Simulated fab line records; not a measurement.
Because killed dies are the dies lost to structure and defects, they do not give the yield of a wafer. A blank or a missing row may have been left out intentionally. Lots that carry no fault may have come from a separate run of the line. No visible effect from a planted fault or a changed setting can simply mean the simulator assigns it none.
The tool behind it: which one? :: flow nand-harc :: Sampling: 12 lots, 36 wafers, 6 of 1302 route steps

WHAT THE GAUGES SHOWED, per wafer
NHARC_P_STI_INSPECT_11. Usual: raw-defect-count reads 5.5 (standard deviation 2.9).
lot: L567
measured: day 2 20:46
on: defect-inspect-02
raw-defect-count: 9 6 6
flag: 

lot: L568
measured: day 3 05:49
on: defect-inspect-02
raw-defect-count: 2 6 10
flag: 

lot: L570
measured: day 4 02:51
on: defect-inspect-02
raw-defect-count: 5 7 8
flag: 

lot: L572
measured: day 5 00:20
on: defect-inspect-02
raw-defect-count: 3 11 11
flag: 

lot: L573
measured: day 5 05:53
on: defect-inspect-01
raw-defect-count: 6 5 6
flag: 

lot: L574
measured: day 5 22:06
on: defect-inspect-01
raw-defect-count: 10 4 4
flag: 

lot: L575
measured: day 6 03:41
on: defect-inspect-02
raw-defect-count: 3 11 5
flag: 

lot: L576
measured: day 6 14:40
on: defect-inspect-02
raw-defect-count: 3 4 6
flag: 

lot: L577
measured: day 6 22:41
on: defect-inspect-01
raw-defect-count: 3 0 3
flag: 

lot: L579
measured: day 7 18:29
on: defect-inspect-01
raw-defect-count: 6 3 8
flag: 

lot: L580
measured: day 8 06:05
on: defect-inspect-02
raw-defect-count: 8 5 15
flag: 

lot: L581
measured: day 8 16:38
on: defect-inspect-02
raw-defect-count: 10 2 6
flag: 

NHARC_P_GATE_CD_MEAS_26: the cd target is 120 nm. Usual: cd-nm reads 120.4 nm (standard deviation 0.79).
lot: L567
measured: day 4 20:40
on: cd-sem-01
cd-nm (nm): 118.9 119.9 120.8
flag: 

lot: L568
measured: day 5 11:21
on: cd-sem-02
cd-nm (nm): 120.1 120.5 121.2
flag: 

lot: L570
measured: day 6 09:11
on: cd-sem-02
cd-nm (nm): 121.7 119.3 120.2
flag: 

lot: L572
measured: day 7 07:13
on: cd-sem-02
cd-nm (nm): 120.2 119.7 119.6
flag: 

lot: L573
measured: day 7 07:22
on: cd-sem-01
cd-nm (nm): 121.5 121.7 121.7
flag: 

lot: L574
measured: day 8 06:14
on: cd-sem-02
cd-nm (nm): 119.5 121.1 119.8
flag: 

lot: L575
measured: day 8 06:05
on: cd-sem-02
cd-nm (nm): 119.3 120.0 118.5
flag: 

lot: L576
measured: day 8 21:42
on: cd-sem-02
cd-nm (nm): 120.9 120.1 120.0
flag: 

lot: L577
measured: day 9 07:34
on: cd-sem-02
cd-nm (nm): 120.5 119.0 120.1
flag: 

lot: L579
measured: day 9 22:17
on: cd-sem-03
cd-nm (nm): 120.2 120.8 118.6
flag: 

lot: L580
measured: day 11 01:43
on: cd-sem-02
cd-nm (nm): 120.2 121.2 120.0
flag: 

lot: L581
measured: day 11 02:32
on: cd-sem-02
cd-nm (nm): 110.3 111.0 112.3
flag: OFF

NHARC_END_SORT_01. Usual: killed-at-array 56, standard deviation 20; killed-at-other 0.9, standard deviation 1.1; killed-at-periphery 3.7, standard deviation 3; killed-dies 61, standard deviation 21; killed-open 2.9, standard deviation 1.6; killed-short 2.6, standard deviation 1.4.
lot: L580
measured: day 30 14:13
on: prober-02
killed-at-array: 50 52 54
killed-at-other: 0 0 1
killed-at-periphery: 2 2 0
killed-dies: 52 54 55
killed-open: 1 5 2
killed-short: 3 2 7
flag: 

lot: L581
measured: day 29 22:22
on: prober-01
killed-at-array: 75 59
killed-at-other: 0 1
killed-at-periphery: 11 9
killed-dies: 86 69
killed-open: 7 2
killed-short: 4 3
flag: 

WHICH TOOL RAN EACH LOT (tool, then ch and the chambers of the sampled wafers, then the start)
lot: L567
NHARC_P_STI_CMP_21: cmp-04 ch 0,1,3, day 3 14:07
NHARC_P_GATE_EXPOSE_23: arfi-scanner-02 ch 0, day 4 20:32
NHARC_P_GATE_ETCH_104: rie-diel-03 ch 0,1,3, day 4 20:57

lot: L568
NHARC_P_STI_CMP_21: cmp-04 ch 1,2,3, day 4 00:07
NHARC_P_GATE_EXPOSE_23: arfi-scanner-01 ch 0, day 5 11:13
NHARC_P_GATE_ETCH_104: rie-diel-05 ch 0,1,2, day 5 11:37

lot: L570
NHARC_P_STI_CMP_21: cmp-04 ch 0,2,3, day 4 23:22
NHARC_P_GATE_EXPOSE_23: arfi-scanner-02 ch 0, day 6 09:03
NHARC_P_GATE_ETCH_104: rie-diel-03 ch 1,2, day 6 09:28

lot: L572
NHARC_P_STI_CMP_21: cmp-02 ch 0,1,2, day 5 21:18
NHARC_P_GATE_EXPOSE_23: arfi-scanner-01 ch 0, day 7 07:04
NHARC_P_GATE_ETCH_104: rie-diel-03 ch 2,3, day 7 07:30

lot: L573
NHARC_P_STI_CMP_21: cmp-03 ch 0,3, day 6 01:59
NHARC_P_GATE_EXPOSE_23: arfi-scanner-02 ch 0, day 7 07:13
NHARC_P_GATE_ETCH_104: rie-diel-08 ch 0,1,2, day 7 07:39

lot: L574
NHARC_P_STI_CMP_21: cmp-04 ch 1,3, day 6 21:09
NHARC_P_GATE_EXPOSE_23: arfi-scanner-03 ch 0, day 8 06:05
NHARC_P_GATE_ETCH_104: rie-diel-03 ch 0,1,3, day 8 06:30

lot: L575
NHARC_P_STI_CMP_21: cmp-02 ch 0,3, day 6 21:08
NHARC_P_GATE_EXPOSE_23: arfi-scanner-02 ch 0, day 8 05:56
NHARC_P_GATE_ETCH_104: rie-diel-05 ch 1,2, day 8 06:21

lot: L576
NHARC_P_STI_CMP_21: cmp-03 ch 1,3, day 7 10:08
NHARC_P_GATE_EXPOSE_23: arfi-scanner-02 ch 0, day 8 21:34
NHARC_P_GATE_ETCH_104: rie-diel-05 ch 0,2, day 8 21:58

lot: L577
NHARC_P_STI_CMP_21: cmp-02 ch 0,1,2, day 7 16:06
NHARC_P_GATE_EXPOSE_23: arfi-scanner-01 ch 0, day 9 07:26
NHARC_P_GATE_ETCH_104: rie-diel-05 ch 0,1,2, day 9 07:51

lot: L579
NHARC_P_STI_CMP_21: cmp-03 ch 0,1,2, day 8 12:05
NHARC_P_GATE_EXPOSE_23: arfi-scanner-01 ch 0, day 9 22:08
NHARC_P_GATE_ETCH_104: rie-diel-05 ch 0,1, day 9 22:34

lot: L580
NHARC_P_STI_CMP_21: cmp-03 ch 0,2,3, day 9 15:29
NHARC_P_GATE_EXPOSE_23: arfi-scanner-01 ch 0, day 11 01:35
NHARC_P_GATE_ETCH_104: rie-diel-08 ch 0,3, day 11 01:59

lot: L581
NHARC_P_STI_CMP_21: cmp-02 ch 1,2,3, day 9 15:24
NHARC_P_GATE_EXPOSE_23: arfi-scanner-02 ch 0, day 11 02:24
NHARC_P_GATE_ETCH_104: rie-diel-05 ch 0,1,3, day 11 02:49
- NHARC_P_STI_CMP_21: polishes, t overpolish 20 s, target thk 380.67 nm.
- NHARC_P_GATE_EXPOSE_23: exposes mask P GATE, target cd 120 nm.
- NHARC_P_GATE_ETCH_104: etches the open film in CF4/CHF3, target depth 60 nm.

AS READ BY THE TOOLS THEMSELVES (means over the sampled wafers that have a number; for cases with no such wafer, the mark the record gives instead)
NHARC_P_STI_CMP_21. Usual: edge-zone-pressure-frac 1.000, standard deviation 0.0049; motor-current-A 12.4 A, standard deviation 1.7; overpolish-run-s 19.999 s, standard deviation 0.0096.
lot: L567
tool: cmp-04
edge-zone-pressure-frac: 0.998
motor-current-A (A): 13.0
overpolish-run-s (s): 19.990
flag: 

lot: L568
tool: cmp-04
edge-zone-pressure-frac: 0.998
motor-current-A (A): 14.0
overpolish-run-s (s): 19.989
flag: 

lot: L570
tool: cmp-04
edge-zone-pressure-frac: 0.999
motor-current-A (A): 11.8
overpolish-run-s (s): 20.007
flag: 

lot: L572
tool: cmp-02
edge-zone-pressure-frac: 1.003
motor-current-A (A): 12.3
overpolish-run-s (s): 20.001
flag: 

lot: L573
tool: cmp-03
edge-zone-pressure-frac: 0.999
motor-current-A (A): 12.5
overpolish-run-s (s): 20.004
flag: 

lot: L574
tool: cmp-04
edge-zone-pressure-frac: 0.995
motor-current-A (A): 13.5
overpolish-run-s (s): 20.007
flag: 

lot: L575
tool: cmp-02
edge-zone-pressure-frac: 0.996
motor-current-A (A): 13.2
overpolish-run-s (s): 19.999
flag: 

lot: L576
tool: cmp-03
edge-zone-pressure-frac: 1.002
motor-current-A (A): 12.3
overpolish-run-s (s): 19.998
flag: 

lot: L577
tool: cmp-02
edge-zone-pressure-frac: 1.001
motor-current-A (A): 12.6
overpolish-run-s (s): 19.997
flag: 

lot: L579
tool: cmp-03
edge-zone-pressure-frac: 1.003
motor-current-A (A): 12.5
overpolish-run-s (s): 20.000
flag: 

lot: L580
tool: cmp-03
edge-zone-pressure-frac: 0.997
motor-current-A (A): 12.2
overpolish-run-s (s): 19.998
flag: 

lot: L581
tool: cmp-02
edge-zone-pressure-frac: 0.999
motor-current-A (A): 11.1
overpolish-run-s (s): 20.001
flag: 

NHARC_P_GATE_EXPOSE_23. Usual: focus-offset-nm reads 0.1 nm (standard deviation 0.49).
lot: L567
tool: arfi-scanner-02
focus-offset-nm (nm): 0.5
flag: 

lot: L568
tool: arfi-scanner-01
focus-offset-nm (nm): -0.2
flag: 

lot: L570
tool: arfi-scanner-02
focus-offset-nm (nm): 0.1
flag: 

lot: L572
tool: arfi-scanner-01
focus-offset-nm (nm): -0.3
flag: 

lot: L573
tool: arfi-scanner-02
focus-offset-nm (nm): -0.0
flag: 

lot: L574
tool: arfi-scanner-03
focus-offset-nm (nm): 0.3
flag: 

lot: L575
tool: arfi-scanner-02
focus-offset-nm (nm): 0.3
flag: 

lot: L576
tool: arfi-scanner-02
focus-offset-nm (nm): -0.2
flag: 

lot: L577
tool: arfi-scanner-01
focus-offset-nm (nm): 0.1
flag: 

lot: L579
tool: arfi-scanner-01
focus-offset-nm (nm): 0.1
flag: 

lot: L580
tool: arfi-scanner-01
focus-offset-nm (nm): -0.1
flag: 

lot: L581
tool: arfi-scanner-02
focus-offset-nm (nm): 0.6
flag: 

NHARC_P_GATE_ETCH_104. Usual: chamber-pressure-mTorr 24.999 mTorr, standard deviation 0.023; drypump-motor-current-A 5.7 A, standard deviation 0.52; oes-product-au 0.956 a.u., standard deviation 0.021; rf-vpp-V 370.9 V, standard deviation 1.8; showerhead-plenum-p-Torr 1.58 Torr, standard deviation 0.051; throttle-valve-pct 16.802 %, standard deviation 0.0087.
lot: L567
tool: rie-diel-03
chamber-pressure-mTorr (mTorr): 24.992
drypump-motor-current-A (A): 5.5
oes-product-au (a.u.): 0.928
rf-vpp-V (V): 373.4
showerhead-plenum-p-Torr (Torr): 1.66
throttle-valve-pct (%): 16.807
flag: 

lot: L568
tool: rie-diel-05
chamber-pressure-mTorr (mTorr): 25.008
drypump-motor-current-A (A): 5.8
oes-product-au (a.u.): 0.970
rf-vpp-V (V): 369.4
showerhead-plenum-p-Torr (Torr): 1.55
throttle-valve-pct (%): 16.800
flag: 

lot: L570
tool: rie-diel-03
chamber-pressure-mTorr (mTorr): 25.007
drypump-motor-current-A (A): 5.4
oes-product-au (a.u.): 0.982
rf-vpp-V (V): 373.3
showerhead-plenum-p-Torr (Torr): 1.64
throttle-valve-pct (%): 16.800
flag: 

lot: L572
tool: rie-diel-03
chamber-pressure-mTorr (mTorr): 25.013
drypump-motor-current-A (A): 6.4
oes-product-au (a.u.): 0.973
rf-vpp-V (V): 370.4
showerhead-plenum-p-Torr (Torr): 1.58
throttle-valve-pct (%): 16.805
flag: 

lot: L573
tool: rie-diel-08
chamber-pressure-mTorr (mTorr): 25.006
drypump-motor-current-A (A): 5.7
oes-product-au (a.u.): 0.956
rf-vpp-V (V): 369.7
showerhead-plenum-p-Torr (Torr): 1.56
throttle-valve-pct (%): 16.800
flag: 

lot: L574
tool: rie-diel-03
chamber-pressure-mTorr (mTorr): 25.004
drypump-motor-current-A (A): 5.5
oes-product-au (a.u.): 0.950
rf-vpp-V (V): 373.5
showerhead-plenum-p-Torr (Torr): 1.66
throttle-valve-pct (%): 16.808
flag: 

lot: L575
tool: rie-diel-05
chamber-pressure-mTorr (mTorr): 24.960
drypump-motor-current-A (A): 5.9
oes-product-au (a.u.): 0.971
rf-vpp-V (V): 370.3
showerhead-plenum-p-Torr (Torr): 1.56
throttle-valve-pct (%): 16.800
flag: 

lot: L576
tool: rie-diel-05
chamber-pressure-mTorr (mTorr): 24.991
drypump-motor-current-A (A): 5.6
oes-product-au (a.u.): 0.959
rf-vpp-V (V): 369.1
showerhead-plenum-p-Torr (Torr): 1.54
throttle-valve-pct (%): 16.806
flag: 

lot: L577
tool: rie-diel-05
chamber-pressure-mTorr (mTorr): 24.986
drypump-motor-current-A (A): 5.8
oes-product-au (a.u.): 0.965
rf-vpp-V (V): 370.0
showerhead-plenum-p-Torr (Torr): 1.55
throttle-valve-pct (%): 16.803
flag: 

lot: L579
tool: rie-diel-05
chamber-pressure-mTorr (mTorr): 24.998
drypump-motor-current-A (A): 6.1
oes-product-au (a.u.): 0.949
rf-vpp-V (V): 370.1
showerhead-plenum-p-Torr (Torr): 1.56
throttle-valve-pct (%): 16.800
flag: 

lot: L580
tool: rie-diel-08
chamber-pressure-mTorr (mTorr): 24.975
drypump-motor-current-A (A): 5.8
oes-product-au (a.u.): 0.949
rf-vpp-V (V): 369.6
showerhead-plenum-p-Torr (Torr): 1.55
throttle-valve-pct (%): 16.797
flag: 

lot: L581
tool: rie-diel-05
chamber-pressure-mTorr (mTorr): 25.029
drypump-motor-current-A (A): 5.8
oes-product-au (a.u.): 0.965
rf-vpp-V (V): 370.5
showerhead-plenum-p-Torr (Torr): 1.55
throttle-valve-pct (%): 16.802
flag: 

THE ANSWER, worked out from the rows above alone
Rule: lot off if the mean of its wafers having a number is beyond 3 standard deviations from the usual mean. A lot without any number at a reading at which 4 lots or more have one is off too. Any other lot the step has rows for is counted as sound. Order of review: gauges by route order, followed by the tools' own readings, for which a lot's mean as printed above is used. At the first step where some lot is off, the reading lying furthest off is the one used; lots without a number count as furthest.
Off at NHARC_P_GATE_CD_MEAS_26 (cd-nm): L581.
A tool fits if, at a process step before that reading, it ran every lot that is off, and no sound lot after the first of them. Gauges at NHARC_P_GATE_CD_MEAS_26: tried the same way as those tools. Can't be told from this: 3 tools fit, cmp-02 at NHARC_P_STI_CMP_21, arfi-scanner-02 at NHARC_P_GATE_EXPOSE_23, cd-sem-02 at NHARC_P_GATE_CD_MEAS_26.

WHAT THE SIMULATOR HAD INSERTED
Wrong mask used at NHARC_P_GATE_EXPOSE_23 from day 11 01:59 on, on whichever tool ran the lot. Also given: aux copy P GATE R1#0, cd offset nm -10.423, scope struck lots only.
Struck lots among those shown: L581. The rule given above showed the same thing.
